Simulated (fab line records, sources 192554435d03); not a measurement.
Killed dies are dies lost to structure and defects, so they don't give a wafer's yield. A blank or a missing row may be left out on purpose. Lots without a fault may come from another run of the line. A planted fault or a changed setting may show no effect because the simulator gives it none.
Chamber matching | flow n5_finfet | N5_BEOL_M1_DESCUM_33 on rie_diel-05: 4 sister chambers
The step chemistry O2, time 7 s. 16 wafers are shown with their chamber, then 8 later ones without.

WAFERS WITH THEIR CHAMBER
wafer  | chamber | showerhead_plenum_p_Torr (Torr) | drypump_motor_current_A (A) | throttle_valve_pct (%)
L075.2 | 1       | 2.11                            | 5.2                         | 20.21
L075.4 | 3       | 2.09                            | 5.6                         | 20.54
L075.6 | 2       | 2.08                            | 5.9                         | 20.45
L079.3 | 3       | 2.08                            | 5.6                         | 20.55
L079.4 | 0       | 2.24                            | 5.4                         | 20.39
L079.5 | 1       | 2.11                            | 5.2                         | 20.22
L081.2 | 2       | 2.08                            | 5.9                         | 20.45
L081.4 | 3       | 2.08                            | 5.6                         | 20.57
L081.5 | 1       | 2.11                            | 5.2                         | 20.21
L082.1 | 3       | 2.08                            | 5.6                         | 20.56
L082.3 | 0       | 2.24                            | 5.4                         | 20.39
L082.5 | 3       | 2.08                            | 5.6                         | 20.55
L080.2 | 2       | 2.08                            | 5.9                         | 20.44
L080.5 | 2       | 2.08                            | 5.8                         | 20.45
L080.6 | 1       | 2.11                            | 5.2                         | 20.24
L084.2 | 1       | 2.11                            | 5.2                         | 20.24

SIGNATURES (means of the wafers above)
reading                  | chamber 0 | chamber 1 | chamber 2 | chamber 3 | scatter within a chamber
showerhead_plenum_p_Torr | 2.2400    | 2.1100    | 2.0800    | 2.0820    | 0.00258
drypump_motor_current_A  | 5.400     | 5.200     | 5.875     | 5.600     | 0.025
throttle_valve_pct       | 20.3900   | 20.2240   | 20.4475   | 20.5540   | 0.0112
Rule: a wafer's distance from a chamber is the root of the sum, over the readings, of the square of ((its reading less the chamber's mean) divided by the reading's scatter). The wafer belongs to the nearest chamber; if the next one is less than 2 further off, it can't be placed. The scatter: the root of (the sum of the squares of (reading less its chamber's mean) over the shown wafers, divided by (wafers less chambers)).

WAFERS WITHOUT THEIR CHAMBER
wafer  | showerhead_plenum_p_Torr (Torr) | drypump_motor_current_A (A) | throttle_valve_pct (%)
L084.4 | 2.08                            | 5.6                         | 20.55
L084.6 | 2.11                            | 5.2                         | 20.23
L087.3 | 2.08                            | 5.8                         | 20.46
L087.4 | 2.23                            | 5.4                         | 20.40
L087.5 | 2.11                            | 5.2                         | 20.25
L092.1 | 2.08                            | 5.6                         | 20.60
L092.2 | 2.23                            | 5.4                         | 20.42
L092.3 | 2.10                            | 5.2                         | 20.27

WHICH CHAMBER EACH WENT THROUGH
wafer  | from the rows above | in truth
L084.4 | 3                   | 3
L084.6 | 1                   | 1
L087.3 | 2                   | 2
L087.4 | 0                   | 0
L087.5 | 1                   | 1
L092.1 | 3                   | 3
L092.2 | 0                   | 0
L092.3 | 1                   | 1
Placed correctly: 8 of 8. Can't be placed from these rows: 0. Placed wrongly: 0.
